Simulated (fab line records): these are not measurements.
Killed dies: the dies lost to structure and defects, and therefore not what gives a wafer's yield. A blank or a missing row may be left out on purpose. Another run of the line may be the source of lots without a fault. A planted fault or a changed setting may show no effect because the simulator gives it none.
Struck lot and sound lot, side by side -- flow n5Finfet -- 16 out of 1938 route steps
Sound: wafers L364.4, L364.5, L364.6. Struck: wafer L379.6 (left out: L379.3, a lot-mate that was not struck); the cause follows at the end.
Per side, at each step with rows, come the tool, then ch with its chambers, and then its first start. Under that, the readings that differ: sound wafers -- struck wafers -- difference of the means -- sigmas: that difference in standard deviations of wafers without a fault.
alike: readings with means less than 2 such deviations apart, plus words and numbers identical on both sides. not compared: withheld readings, readings lacking a value on some wafer, bounds such as >300 that could conceal the same value, and numbers that have no deviation in the record and whose values overlap.
Wherever a step has rows on one side only, a row that says differs or no value, or a row with sigmas, the two part there. Non-overlapping numbers with no deviation appear without sigmas and do not part them. A reading that every wafer of one side lacks parts them only if that side has two wafers or more.

first, 1 step without rows for these wafers: N5_BEOL_M2_DEVELOP_27 (develop time 30 s).
N5_BEOL_M2_CD_MEAS_28: target cd 26.2 nm, target cd y 24.1 nm.
  sound on cdSem-02 ch 0, day 8 00:35; struck on cdSem-01 ch 0, day 12 06:11
  alike: cdNm
N5_BEOL_M2_OVL_MEAS_29:
  sound on overlay-02 ch 0, day 8 00:38; struck on overlay-02 ch 0, day 12 06:14
  alike: V1_OVL
N5_BEOL_M2_INSPECT_30: inspects for defects (brightfield).
  sound on defectInspect-02 at day 8 00:41; struck on defectInspect-02 at day 12 06:17
  alike: rawDefectCount
N5_BEOL_M2_DESCUM_33: chemistry O2, time 7 s.
  sound on rieDiel-04 ch 1,2, day 8 00:55; struck on rieDiel-04 ch 3, day 12 06:19
reading,sound,struck,difference,sigmas
chamberPressureMTorr (mTorr),19.980 19.985 19.989,20.027,+0.042,+2
  alike: drypumpMotorCurrentA, o2FlowSccm, oesProductAu, rfVppV, showerheadPlenumPTorr, throttleValvePct
  not compared: rfHoursCounterH
N5_BEOL_M2_ETCH_77: etches underlayer in N2/H2, target depth 6.5 nm, time 5.2 s.
  sound on rieDiel-04 ch 1,2, day 8 00:56; struck on rieDiel-04 ch 3, day 12 06:21
reading,sound,struck,difference,sigmas
throttleValvePct (%),18.1 18.1 17.9,17.3,-0.7,-2
  alike: chamberPressureMTorr, drypumpMotorCurrentA, etchRfOnTimeS, oesProductAu, rfVppV, showerheadPlenumPTorr
  not compared: rfHoursCounterH
N5_BEOL_M2_ETCH_69: etches SiARC in CF4, target depth 15.6 nm, time 26 s.
  sound on rieDiel-04 ch 1,2, day 8 00:58; struck on rieDiel-04 ch 3, day 12 06:22
reading,sound,struck,difference,sigmas
drypumpMotorCurrentA (A),6.3 6.2 6.0,5.4,-0.8,-2
throttleValvePct (%),16.0 16.0 15.7,15.2,-0.7,-2
  alike: cf4FlowSccm, chamberPressureMTorr, etchRfOnTimeS, oesProductAu, rfVppV, showerheadPlenumPTorr
  not compared: rfHoursCounterH
N5_BEOL_M2_ALD_98: deposits SiO2, target thk 2.5 nm, pulse time 1 s, co reactant pulse time 1 s.
  sound on aldSin-04 ch 0,1,3, day 8 01:05; struck on aldSin-02 ch 0, day 12 06:41
  alike: heaterPowerW, precursorPulseHeightRel
then, 1 step without rows for these wafers: N5_BEOL_M2_ETCHBACK_99 (etches SiO2 in CHF3, target depth 5 nm, time 10.4 s).
N5_BEOL_M2_ETCH_70: etches SOC in N2/H2, target depth 80 nm, overetch 24 nm, time 130 s.
  sound on rieDiel-04 ch 2,3, day 8 09:09; struck on rieDiel-01 ch 0, day 12 11:40
reading,sound,struck,difference,sigmas
rfVppV (V),523.7 523.3 524.8,529.0,+5.1,+3
showerheadPlenumPTorr (Torr),2.51 2.51 2.58,2.69,+0.16,+2
  alike: chamberPressureMTorr, drypumpMotorCurrentA, oesProductAu, throttleValvePct
  not compared: rfHoursCounterH
then, 2 steps without rows for these wafers: N5_BEOL_M2_STRIP_71 (strips in N2/H2); N5_BEOL_M2_STRIP_78 (strips in N2/H2).
N5_BEOL_M2_VIA_ETCH_34: etches the open film in C4F6/O2, target depth 69.4 nm, time 65.9 s.
  sound on rieDiel-04 ch 2,3, day 8 09:16; struck on rieDiel-01 ch 0, day 12 11:46
reading,sound,struck,difference,sigmas
oesProductAu (a.u.),0.73 0.72 0.93,1.01,+0.22,+2
showerheadPlenumPTorr (Torr),2.83 2.83 2.91,3.02,+0.16,+2
model.etch.depthNm (nm),69.69 69.26 71.14,90.99,+20.96,
model.SOC_of_BEOL_M2_COAT_67.thkNm (nm),51.6 51.8 51.6,49.2,-2.5,
  alike: chamberPressureMTorr, drypumpMotorCurrentA, oes_f_703_au, rfVppV, throttleValvePct
  not compared: rfHoursCounterH
then, 1 step without rows for these wafers: N5_BEOL_M2_STRIP_83 (strips in C4F6/O2).
N5_BEOL_M4_RC_MEAS_101:
  sound on prober-02 ch 0, day 11 02:08; struck on prober-02 ch 0, day 14 10:44
  alike: DIBL_N, DIBL_P, IOFF_N, IOFF_P, ION_N, ION_P, SS_N, SS_P, VT_N, VT_P
after that, 1 step had no rows for these wafers: N5_PASSIVATION_PROBE_49.

WHERE THEY PART
First at N5_BEOL_M2_DESCUM_33; last, within this record, at N5_BEOL_M2_VIA_ETCH_34. Later steps at which nothing parts them and some readings are alike: N5_BEOL_M4_RC_MEAS_101.

WHY: whatever the simulator had introduced
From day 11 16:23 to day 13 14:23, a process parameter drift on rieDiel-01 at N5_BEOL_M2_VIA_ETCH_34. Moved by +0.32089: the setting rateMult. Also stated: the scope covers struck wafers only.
